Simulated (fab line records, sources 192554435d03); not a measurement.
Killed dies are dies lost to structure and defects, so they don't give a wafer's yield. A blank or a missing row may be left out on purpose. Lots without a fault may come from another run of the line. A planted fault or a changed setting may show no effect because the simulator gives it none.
Chamber matching | flow n5_finfet | N5_BEOL_M3_ALD_84 on ald_metal-02: 4 sister chambers
The step deposits TaN, pulse time 2 s, purge time 3 s, co reactant purge time 2 s. 4 wafers are shown with their chamber, then 8 later ones without.

WAFERS WITH THEIR CHAMBER
wafer  | chamber | heater_power_w (W)
L087.1 | 1       | 395
L087.5 | 2       | 406
L090.5 | 3       | 306
L091.1 | 0       | 468

WAFERS WITHOUT THEIR CHAMBER
wafer  | heater_power_w (W)
L091.2 | 401
L091.4 | 300
L095.1 | 459
L095.3 | 300
L095.6 | 396
L097.1 | 393
L097.3 | 480
L097.6 | 396

WHICH CHAMBER EACH WENT THROUGH
wafer  | from the rows above     | in truth
L091.2 | can't be placed: 2 or 1 | 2
L091.4 | 3                       | 3
L095.1 | 0                       | 0
L095.3 | 3                       | 3
L095.6 | can't be placed: 1 or 2 | 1
L097.1 | can't be placed: 1 or 2 | 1
L097.3 | 0                       | 0
L097.6 | can't be placed: 1 or 2 | 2
Placed correctly: 4 of 8. Can't be placed from these rows: 4 (the true chamber is among the candidates in 4). Placed wrongly: 0.
How it was worked out, from the rows above alone: a wafer's distance from a chamber is the root of the sum, over the readings, of the square of ((its reading less the chamber's mean) divided by the reading's scatter). The wafer belongs to the nearest chamber; if the next one is less than 2 further off, it can't be placed. A chamber's mean is the mean of its shown wafers. The scatter: with one shown wafer a chamber, the root of the mean of the squares of how far each hidden wafer lies from its nearest shown one.
